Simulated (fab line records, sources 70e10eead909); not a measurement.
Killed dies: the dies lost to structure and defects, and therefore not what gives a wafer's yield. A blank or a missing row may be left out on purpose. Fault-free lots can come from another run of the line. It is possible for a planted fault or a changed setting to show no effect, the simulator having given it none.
fab line records + flow nand-harc
[record]
- lots = 13
- wafers = 39
- last-day = 32
route steps=1302 shown A_SLIT@937 A_SIN_REMOVE@951 A_WL_FILL@957 END@1302
lots with no fault: from the same line, run without faults
start-h: hours from the record's first day to the start of the lot's first wafer shown + wait-h: hours elapsed since this lot's preceding step + " same as the row above + L1.1+2: a row that stands for several wafers + - no value, or no start given + * or withheld: withheld + < > ~ a bound
route shown NAME@n: NAME is a module with steps in the file, n the number in the route of the first one + usual: mean and standard deviation over wafers with no fault + same: alike in all rows + chamber/n: place in a boat + sites: readings site by site + _std_site: standard deviation across them + _edge_site: inner sites' mean taken away from outer sites' mean + radius-mm: how far each site lies from the wafer's centre + mask NAME#n: copy n + behind: tool/chamber where the wafer was last shaped + hold: reason for holding the lot/hours on hold/outcome of the hold + device: transistor that didn't switch, given as n, p or np + end of line: at the end of the route, the tests of the same wafers + where a step has no rows: the recipe by itself + killed: not the wafer's yield, but the dies lost to structure and defects at the first sort + map: shows each die of a wafer: x if killed, . if not, _ if none is there
set.NAME: the setting that was run; set.NAME@STEP: the one run at that earlier step + model.NAME: the simulator's own value behind a step, which no gauge read
a sample of lots followed through the steps of the route, with each step as a table and each wafer as a row
services: from which hour (start-h, from the record's first day; less than 0 if before it) a tool's chamber was out of use, for how many hours, and why
[[steps]]
[step NHARC_A_SLIT_ETCH_24]
[recipe]
- target-depth-a = 1210
- time-s = 60.5
- cf4-flow-sccm = 100
- chf3-flow-sccm = 30
- ar-flow-sccm = 0
- rf-w = 500
- bias-w = 200
- chemistry = CF4/CHF3
[usual]
- bias-w = 200.0/0.57
- drypump-motor-current-A = 5.8/0.39
- oes-product-au = 0.961/0.019
- rf-vpp-V = 370.9/1.9
- showerhead-plenum-p-Torr = 1.58/0.054
- throttle-valve-pct = 16.802/0.0089
| lot.wafer | tool        | chamber | start-h | wait-h | bias-w | drypump-motor-current-A | oes-product-au | rf-hours-counter-h | rf-vpp-V | showerhead-plenum-p-Torr | throttle-valve-pct |
|-----------|-------------|---------|---------|--------|--------|-------------------------|----------------|--------------------|----------|--------------------------|--------------------|
| L937.4    | rie-diel-01 | 0       | 470.16  | 0.1    | 200.2  | 6.0                     | 0.956          | 5                  | 370.5    | 1.59                     | 16.795             |
| L937.2    | "           | 2       | "       | "      | 199.2  | 5.6                     | 0.948          | 4                  | 369.5    | 1.56                     | 16.792             |
| L937.5    | "           | 1       | "       | "      | 199.1  | 6.2                     | 0.965          | -                  | 368.8    | 1.52                     | 16.805             |
| L939.1    | rie-diel-10 | 1       | 481.09  | 0.1    | 198.3  | 5.8                     | 0.955          | 2                  | 368.6    | 1.48                     | 16.789             |
| L939.4    | "           | 3       | "       | "      | 200.9  | 5.6                     | 0.952          | 2                  | 372.0    | 1.61                     | 16.806             |
| L939.6    | "           | 1       | "       | "      | 200.4  | 5.8                     | 0.941          | -                  | 366.6    | 1.48                     | 16.809             |
| L938.1    | rie-diel-04 | 1       | 482.10  | 0.1    | 199.8  | 5.7                     | 0.973          | 6                  | 370.8    | 1.57                     | 16.810             |
| L938.6    | "           | 2       | "       | "      | 200.3  | 5.0                     | 0.980          | -                  | 373.0    | 1.64                     | 16.815             |
| L938.5    | "           | 3       | "       | "      | 199.3  | 6.1                     | 0.961          | -                  | 374.7    | 1.68                     | 16.797             |
| L941.3    | rie-diel-01 | 1       | 496.58  | 0.1    | 199.7  | 6.2                     | 0.948          | 7                  | 368.8    | 1.52                     | 16.815             |
| L941.6    | "           | 1       | "       | "      | 199.6  | 6.2                     | 0.953          | -                  | 368.4    | 1.52                     | 16.804             |
| L941.5    | "           | 2       | "       | "      | 200.2  | 5.6                     | 0.964          | -                  | 370.3    | 1.55                     | 16.795             |
| L940.4    | rie-diel-04 | 3       | 498.29  | 0.1    | 198.5  | 6.1                     | 0.969          | 8                  | 374.1    | 1.68                     | 16.801             |
| L940.2    | "           | 0       | "       | "      | 200.5  | 5.4                     | 0.977          | 7                  | 373.4    | 1.64                     | 16.793             |
| L940.6    | "           | 1       | "       | "      | 200.4  | 5.7                     | 0.964          | -                  | 371.4    | 1.57                     | 16.814             |
| L944.4    | rie-diel-01 | 1       | 534.14  | 0.1    | 200.6  | 6.3                     | 0.981          | 10                 | 369.5    | 1.52                     | 16.814             |
| L944.2    | "           | 2       | "       | "      | 199.4  | 5.6                     | 0.963          | 9                  | 369.5    | 1.55                     | 16.798             |
| L944.6    | "           | 1       | "       | "      | 199.1  | 6.3                     | 0.982          | -                  | 368.5    | 1.52                     | 16.796             |
| L943.4    | rie-diel-01 | 0       | 537.76  | 0.1    | 199.1  | 6.0                     | 0.924          | 11                 | 370.0    | 1.59                     | 16.814             |
| L943.2    | "           | 1       | "       | "      | 199.6  | 6.3                     | 0.922          | 10                 | 367.8    | 1.52                     | 16.799             |
| L943.5    | "           | 0       | "       | "      | 200.0  | 6.0                     | 0.936          | -                  | 371.9    | 1.59                     | 16.801             |
| L946.4    | rie-diel-04 | 0       | 548.40  | 0.1    | 199.7  | 5.4                     | 0.969          | 0                  | 374.2    | 1.64                     | 16.805             |
| L946.3    | "           | 2       | "       | "      | 200.0  | 5.0                     | 0.950          | 0                  | 374.2    | 1.64                     | 16.810             |
| L946.6    | "           | 1       | "       | "      | 199.6  | 5.7                     | 0.955          | -                  | 371.7    | 1.57                     | 16.800             |
| L945.1    | rie-diel-01 | 0       | 550.89  | 0.1    | 200.1  | 6.0                     | 0.990          | 12                 | 371.5    | 1.59                     | 16.804             |
| L945.2    | "           | 2       | "       | "      | 200.3  | 5.5                     | 0.962          | 10                 | 371.0    | 1.55                     | 16.799             |
| L945.4    | "           | 3       | "       | "      | 199.2  | 5.9                     | 0.982          | 11                 | 370.2    | 1.55                     | 16.800             |
| L948.2    | rie-diel-10 | 3       | 568.99  | 0.1    | 200.1  | 5.6                     | 0.994          | 5                  | 372.8    | 1.61                     | 16.803             |
| L948.3    | "           | 1       | "       | "      | 199.6  | 5.7                     | 0.964          | 4                  | 368.4    | 1.48                     | 16.784             |
| L948.6    | "           | 3       | "       | "      | 199.8  | 5.6                     | 0.996          | -                  | 372.0    | 1.61                     | 16.808             |
| L951.1    | rie-diel-01 | 2       | 617.52  | 0.1    | 200.8  | 5.5                     | 0.898          | 1                  | 371.4    | 1.55                     | 16.801             |
| L951.5    | "           | 1       | "       | "      | 199.9  | 6.2                     | 0.922          | -                  | 369.8    | 1.52                     | 16.799             |
| L951.6    | "           | 2       | "       | "      | 200.5  | 5.5                     | 0.909          | -                  | 370.2    | 1.55                     | 16.817             |
| L954.4    | rie-diel-04 | 2       | 629.54  | 0.1    | 200.1  | 5.0                     | 0.949          | 7                  | 373.0    | 1.64                     | 16.798             |
| L954.1    | "           | 3       | "       | "      | 200.1  | 6.1                     | 0.981          | 7                  | 372.0    | 1.68                     | 16.794             |
| L954.2    | "           | 0       | "       | "      | 199.7  | 5.4                     | 0.965          | 7                  | 372.8    | 1.64                     | 16.807             |
| L955.2    | rie-diel-01 | 1       | 639.21  | 0.1    | 200.6  | 6.3                     | 0.984          | 3                  | 368.3    | 1.52                     | 16.799             |
| L955.5    | "           | 1       | "       | "      | 200.1  | 6.2                     | 0.980          | -                  | 369.9    | 1.52                     | 16.808             |
| L955.6    | "           | 2       | "       | "      | 200.0  | 5.5                     | 0.943          | -                  | 370.2    | 1.55                     | 16.802             |
[step NHARC_A_SLIT_CD_MEAS_21]
[usual]
- cd-nm = 289.9/0.7
| lot.wafer | tool      | chamber | start-h | wait-h | cd-nm |
|-----------|-----------|---------|---------|--------|-------|
| L937.2    | cd-sem-03 | -       | 476.35  | -      | 289.5 |
| L937.4    | "         | -       | "       | "      | 290.2 |
| L937.5    | "         | -       | "       | "      | 290.2 |
| L939.1    | cd-sem-02 | -       | 487.29  | -      | 290.1 |
| L939.4    | "         | -       | "       | "      | 290.0 |
| L939.6    | "         | -       | "       | "      | 290.1 |
| L938.1    | cd-sem-03 | -       | 488.66  | -      | 290.7 |
| L938.5    | "         | -       | "       | "      | 290.3 |
| L938.6    | "         | -       | "       | "      | 289.7 |
| L941.3    | cd-sem-01 | -       | 502.80  | -      | 288.9 |
| L941.5    | "         | -       | "       | "      | 290.0 |
| L941.6    | "         | -       | "       | "      | 290.5 |
| L940.2    | cd-sem-01 | -       | 504.55  | 0.1    | 290.0 |
| L940.4    | "         | -       | "       | "      | 289.8 |
| L940.6    | "         | -       | "       | "      | 290.3 |
| L944.2    | cd-sem-02 | -       | 540.43  | -      | 290.3 |
| L944.4    | "         | -       | "       | "      | 290.1 |
| L944.6    | "         | -       | "       | "      | 289.2 |
| L943.2    | cd-sem-01 | -       | 544.04  | -      | 289.7 |
| L943.4    | "         | -       | "       | "      | 289.7 |
| L943.5    | "         | -       | "       | "      | 289.7 |
| L946.3    | cd-sem-03 | -       | 554.63  | -      | 289.7 |
| L946.4    | "         | -       | "       | "      | 290.0 |
| L946.6    | "         | -       | "       | "      | 289.4 |
| L945.1    | cd-sem-02 | -       | 557.50  | -      | 290.6 |
| L945.2    | "         | -       | "       | "      | 290.1 |
| L945.4    | "         | -       | "       | "      | 289.2 |
| L948.2    | cd-sem-01 | -       | 575.20  | -      | 289.3 |
| L948.3    | "         | -       | "       | "      | 288.7 |
| L948.6    | "         | -       | "       | "      | 290.4 |
| L951.1    | cd-sem-01 | -       | 625.40  | -      | 290.5 |
| L951.5    | "         | -       | "       | "      | 289.1 |
| L951.6    | "         | -       | "       | "      | 289.1 |
| L954.1    | cd-sem-03 | -       | 636.96  | -      | 289.9 |
| L954.2    | "         | -       | "       | "      | 290.3 |
| L954.4    | "         | -       | "       | "      | 290.3 |
| L955.2    | cd-sem-03 | -       | 645.42  | -      | 290.0 |
| L955.5    | "         | -       | "       | "      | 289.3 |
| L955.6    | "         | -       | "       | "      | 290.5 |
[step NHARC_A_SIN_REMOVE_INSPECT_04]
[usual]
- raw-defect-count = 403/100
| lot.wafer | tool              | chamber | start-h | wait-h | raw-defect-count |
|-----------|-------------------|---------|---------|--------|------------------|
| L937.2    | defect-inspect-02 | -       | 482.99  | 0.0    | 556              |
| L937.4    | "                 | -       | "       | "      | 373              |
| L937.5    | "                 | -       | "       | "      | 320              |
| L938.1    | defect-inspect-01 | -       | 493.83  | 0.0    | 367              |
| L938.5    | "                 | -       | "       | "      | 342              |
| L938.6    | "                 | -       | "       | "      | 325              |
| L939.1    | defect-inspect-02 | -       | 493.83  | 0.0    | 543              |
| L939.4    | "                 | -       | "       | "      | 474              |
| L939.6    | "                 | -       | "       | "      | 491              |
| L941.3    | defect-inspect-02 | -       | 509.47  | 0.0    | 368              |
| L941.5    | "                 | -       | "       | "      | 390              |
| L941.6    | "                 | -       | "       | "      | 417              |
| L940.2    | defect-inspect-02 | -       | 511.23  | 0.0    | 325              |
| L940.4    | "                 | -       | "       | "      | 286              |
| L940.6    | "                 | -       | "       | "      | 334              |
| L944.2    | defect-inspect-01 | -       | 547.06  | 0.0    | 396              |
| L944.4    | "                 | -       | "       | "      | 301              |
| L944.6    | "                 | -       | "       | "      | 305              |
| L943.2    | defect-inspect-01 | -       | 551.04  | 0.0    | 493              |
| L943.4    | "                 | -       | "       | "      | 452              |
| L943.5    | "                 | -       | "       | "      | 333              |
| L946.3    | defect-inspect-02 | -       | 561.30  | 0.0    | 521              |
| L946.4    | "                 | -       | "       | "      | 530              |
| L946.6    | "                 | -       | "       | "      | 557              |
| L945.1    | defect-inspect-02 | -       | 564.15  | 0.0    | 501              |
| L945.2    | "                 | -       | "       | "      | 295              |
| L945.4    | "                 | -       | "       | "      | 308              |
| L948.2    | defect-inspect-01 | -       | 581.77  | 0.0    | 323              |
| L948.3    | "                 | -       | "       | "      | 606              |
| L948.6    | "                 | -       | "       | "      | 449              |
| L951.1    | defect-inspect-02 | -       | 630.77  | 0.0    | 286              |
| L951.5    | "                 | -       | "       | "      | 370              |
| L951.6    | "                 | -       | "       | "      | 319              |
| L954.1    | defect-inspect-02 | -       | 643.17  | 0.0    | 272              |
| L954.2    | "                 | -       | "       | "      | 300              |
| L954.4    | "                 | -       | "       | "      | 250              |
| L955.2    | defect-inspect-01 | -       | 652.10  | 0.0    | 304              |
| L955.5    | "                 | -       | "       | "      | 306              |
| L955.6    | "                 | -       | "       | "      | 399              |
[step NHARC_A_WL_FILL_ETCHBACK_04]
[recipe]
- target-depth-a = 600
- time-s = 120
- chemistry = NF3
[usual]
- drypump-motor-current-A = 5.4/0.5
- oes-product-au = 1.000/0.011
- run-length-s = 141.3/0.49
| lot.wafer | tool         | chamber | start-h | wait-h | drypump-motor-current-A | oes-product-au | rf-hours-counter-h | run-length-s |
|-----------|--------------|---------|---------|--------|-------------------------|----------------|--------------------|--------------|
| L937.2    | rie-metal-02 | 0       | 484.38  | 0.4    | 5.7                     | 0.989          | 0.3                | 141.4        |
| L937.4    | "            | 1       | "       | "      | 4.8                     | 0.996          | -                  | 141.2        |
| L937.5    | "            | 0       | "       | "      | 5.7                     | 0.992          | -                  | 141.1        |
| L939.1    | rie-metal-03 | 0       | 495.19  | 0.3    | 5.0                     | 1.021          | 2.6                | 141.1        |
| L939.4    | "            | 0       | "       | "      | 5.0                     | 1.010          | -                  | 141.4        |
| L939.6    | "            | 1       | "       | "      | 6.1                     | 1.010          | -                  | 141.9        |
| L938.1    | rie-metal-02 | 0       | 495.23  | 0.3    | 5.7                     | 0.982          | 0.5                | 141.1        |
| L938.6    | "            | 1       | "       | "      | 4.8                     | 0.991          | -                  | 141.1        |
| L938.5    | "            | 0       | "       | "      | 5.7                     | 0.986          | -                  | 141.5        |
| L941.3    | rie-metal-02 | 0       | 511.08  | 0.3    | 5.7                     | 0.994          | -                  | 141.6        |
| L941.5    | "            | 1       | "       | "      | 4.8                     | 1.003          | -                  | 141.5        |
| L941.6    | "            | 0       | "       | "      | 5.7                     | 0.986          | -                  | 141.4        |
| L940.2    | rie-metal-01 | 0       | 512.78  | 0.3    | 5.7                     | 1.000          | 1.5                | 140.6        |
| L940.4    | "            | 0       | "       | "      | 5.7                     | 1.027          | -                  | 140.5        |
| L940.6    | "            | 0       | "       | "      | 5.7                     | 1.014          | -                  | 140.9        |
| L944.2    | rie-metal-03 | 0       | 548.44  | 0.3    | 5.0                     | 1.006          | 0.2                | 141.1        |
| L944.4    | "            | 1       | "       | "      | 6.1                     | 1.005          | -                  | 142.1        |
| L944.6    | "            | 1       | "       | "      | 6.1                     | 0.994          | -                  | 142.1        |
| L943.2    | rie-metal-03 | 0       | 552.38  | 0.3    | 5.0                     | 1.022          | 0.5                | 140.8        |
| L943.4    | "            | 0       | "       | "      | 5.0                     | 1.022          | -                  | 141.0        |
| L943.5    | "            | 0       | "       | "      | 5.0                     | 1.011          | -                  | 140.7        |
| L946.4    | rie-metal-01 | 0       | 562.87  | 0.3    | 5.7                     | 0.996          | -                  | 140.9        |
| L946.3    | "            | 1       | "       | "      | 5.0                     | 1.013          | -                  | 140.9        |
| L946.6    | "            | 0       | "       | "      | 5.7                     | 1.000          | -                  | 140.7        |
| L945.1    | rie-metal-02 | 0       | 565.51  | 0.3    | 5.7                     | 0.975          | 1.9                | 141.2        |
| L945.2    | "            | 1       | "       | "      | 4.8                     | 0.994          | 1.9                | 140.8        |
| L945.4    | "            | 1       | "       | "      | 4.8                     | 0.993          | -                  | 141.5        |
| L948.2    | rie-metal-03 | 0       | 583.15  | 0.4    | 5.0                     | 1.015          | 1.0                | 141.1        |
| L948.3    | "            | 1       | "       | "      | 6.1                     | 1.012          | -                  | 142.1        |
| L948.6    | "            | 0       | "       | "      | 5.0                     | 1.015          | -                  | 140.8        |
| L951.1    | rie-metal-03 | 0       | 632.44  | 0.3    | 5.0                     | 1.003          | 1.6                | 141.0        |
| L951.5    | "            | 0       | "       | "      | 5.0                     | 0.995          | -                  | 140.8        |
| L951.6    | "            | 1       | "       | "      | 6.1                     | 1.008          | -                  | 142.1        |
| L954.2    | rie-metal-03 | 1       | 646.20  | 0.3    | 6.1                     | 0.985          | 1.9                | 127.0        |
| L954.1    | "            | 0       | "       | "      | 5.0                     | 0.998          | 1.9                | 126.6        |
| L954.4    | "            | 1       | "       | "      | 6.1                     | 0.990          | -                  | 127.4        |
| L955.2    | rie-metal-03 | 0       | 655.91  | 0.3    | 5.0                     | 1.003          | 2.3                | 126.1        |
| L955.5    | "            | 0       | "       | "      | 5.0                     | 1.004          | -                  | 126.0        |
| L955.6    | "            | 1       | "       | "      | 6.1                     | 0.990          | -                  | 127.0        |
[step NHARC_END_SORT_01]
[recipe]
- temp-c = 25
[usual]
- killed-at-array = 49/18
- killed-at-other = 0.7/1.1
- killed-at-periphery = 4.0/2.6
- killed-dies = 54/19
- killed-open = 3.4/1.7
- killed-short = 2.5/1.7
[same]
- gross-dies = 677
| lot.wafer | tool      | chamber | start-h | wait-h | killed-at-array | killed-at-other | killed-at-periphery | killed-dies | killed-open | killed-short |
|-----------|-----------|---------|---------|--------|-----------------|-----------------|---------------------|-------------|-------------|--------------|
| L939.1    | prober-02 | 0       | 590.31  | 2.5    | 62              | 0               | 2                   | 64          | 3           | 3            |
| L939.4    | prober-02 | 0       | 592.68  | 3.4    | 66              | 2               | 3                   | 71          | 3           | 3            |
| L939.6    | prober-02 | 0       | 594.27  | 4.0    | 58              | 0               | 2                   | 60          | 2           | 2            |
| L944.2    | prober-01 | 0       | 646.21  | 2.8    | 42              | 3               | 1                   | 46          | 1           | 1            |
| L946.3    | prober-01 | 0       | 660.26  | 3.1    | 64              | 0               | 6                   | 70          | 2           | 0            |
| L946.4    | prober-01 | 0       | 661.06  | 3.4    | 90              | 0               | 4                   | 94          | 4           | 2            |
| L946.6    | prober-01 | 0       | 662.66  | 4.0    | 66              | 1               | 6                   | 73          | 4           | 1            |
// killed by level:class
L939.1 A_CHANNEL_HOLE_D1:chamber-film-flake=27 A_CHANNEL_HOLE_D2:chamber-film-flake=16 A_CONTACT:chamber-film-flake=7 P_STI:chamber-film-flake=2 A_DECK1_JOINT:chamber-film-flake=2 A_WL_FILL:chamber-film-flake=2 A_STAIRCASE:chamber-film-flake=1 A_ONON_D1:geometric-particle:open=1
L939.4 A_CHANNEL_HOLE_D1:chamber-film-flake=36 A_CHANNEL_HOLE_D2:chamber-film-flake=14 A_CONTACT:chamber-film-flake=9 A_ONON_D1:geometric-particle:open=2 P_GATE:chamber-film-flake=2 A_CHANNEL_FILL_D1:chamber-film-flake=2 P_M0:geometric-particle:short=1 A_CHANNEL_HOLE_D2:geometric-particle:short=1
L939.6 A_CHANNEL_HOLE_D2:chamber-film-flake=25 A_CHANNEL_HOLE_D1:chamber-film-flake=20 A_CHANNEL_FILL_D1:chamber-film-flake=4 P_STI:chamber-film-flake=2 A_DECK1_JOINT:chamber-film-flake=2 A_CONTACT:chamber-film-flake=2 A_ONON_D2:geometric-particle:short=1 A_ONON_D2:geometric-particle:open=1
L944.2 A_CHANNEL_HOLE_D2:chamber-film-flake=15 A_CONTACT:chamber-film-flake=10 A_CHANNEL_FILL_D2:chamber-film-flake=5 A_SLIT:chamber-film-flake=3 THIN_TSV:chamber-film-flake=3 A_CHANNEL_HOLE_D1:chamber-film-flake=2 A_DECK1_JOINT:chamber-film-flake=2 A_STAIRCASE:chamber-film-flake=2
L946.3 A_SLIT:chamber-film-flake=27 A_CHANNEL_HOLE_D1:chamber-film-flake=16 A_CHANNEL_HOLE_D2:chamber-film-flake=9 P_GATE:chamber-film-flake=5 A_CONTACT:chamber-film-flake=5 A_M0:chamber-film-flake=3 P_CONTACT:geometric-particle:open=1 A_M0:geometric-particle:open=1
L946.4 A_CHANNEL_HOLE_D1:chamber-film-flake=37 A_SLIT:chamber-film-flake=21 A_CHANNEL_HOLE_D2:chamber-film-flake=8 A_ZERO_WELL:chamber-film-flake=4 A_M0:chamber-film-flake=4 A_CONTACT:chamber-film-flake=4 A_STAIRCASE:chamber-film-flake=3 A_CHANNEL_FILL_D2:chamber-film-flake=2
L946.6 A_SLIT:chamber-film-flake=26 A_CHANNEL_HOLE_D1:chamber-film-flake=15 A_CHANNEL_HOLE_D2:chamber-film-flake=8 A_CONTACT:chamber-film-flake=7 P_GATE:chamber-film-flake=3 A_CHANNEL_FILL_D2:chamber-film-flake=3 A_ZERO_WELL:chamber-film-flake=2 P_GATE:geometric-particle:open=1
[[services]]
| tool         | chamber | start-h | hours | kind   |
|--------------|---------|---------|-------|--------|
| rie-metal-02 | -       | 454.00  | 9.0   | pm     |
| rie-diel-04  | 0       | 454.39  | 13.4  | repair |
| rie-diel-01  | 0       | 457.96  | 8.7   | repair |
| rie-diel-01  | 1       | 463.39  | -     | clean  |
| rie-diel-01  | 2       | 463.39  | -     | clean  |
| rie-diel-01  | 3       | 463.39  | -     | clean  |
| rie-diel-01  | 3       | 481.33  | 4.3   | repair |
| rie-diel-01  | 0       | 487.89  | -     | clean  |
| rie-diel-01  | 1       | 487.89  | -     | clean  |
| rie-diel-01  | 2       | 487.89  | -     | clean  |
| rie-diel-01  | 3       | 487.89  | -     | clean  |
| rie-metal-02 | -       | 503.05  | 0.7   | repair |
| rie-diel-01  | 0       | 512.39  | -     | clean  |
| rie-diel-01  | 1       | 512.39  | -     | clean  |
| rie-metal-03 | -       | 519.00  | 9.0   | pm     |
| rie-diel-10  | 1       | 519.88  | 2.9   | repair |
| rie-metal-02 | -       | 530.85  | 0.4   | repair |
| rie-diel-04  | -       | 531.95  | 9.0   | pm     |
| rie-diel-01  | -       | 557.89  | 9.0   | pm     |
| rie-diel-01  | 1       | 570.66  | 13.2  | repair |
| rie-metal-01 | -       | 575.00  | 9.0   | pm     |
| rie-diel-10  | -       | 596.50  | 9.0   | pm     |
| rie-metal-02 | -       | 631.00  | 9.0   | pm     |
| rie-diel-04  | 2       | 632.46  | 3.9   | repair |
[[key]]
[first-sign]
- step = NHARC_A_WL_FILL_ETCHBACK_04
- reading = run-length-s
- direction = down
- sigmas = 30
- usual = *
- struck = *
effect none on later readings
met-at NHARC_A_WL_FILL_ETCHBACK_04
struck-lots L954,L955
tester-left-out L954,L955
not-acting-at NHARC_A_SLIT_ETCH_24,NHARC_A_SLIT_CD_MEAS_21,NHARC_A_SIN_REMOVE_INSPECT_04
onset-between 632.44 646.20
[fault]
- kind = process-parameter-drift
- tool = rie-metal-03
- chamber = -
- onset-h = 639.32
- steps = NHARC_A_WL_FILL_ETCHBACK_04
- channel = time-s
- offset = *
- shape = step
- end-h = 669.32
- acts-in = *
- stated = *
// tester-left-out: of these lots the tester's yield and bins aren't shown, on N5 and GAA mostly nor the transistor test; their killed dies are dies lost to structure and defects alone, not to doping, threshold or leakage, so they don't give the yield
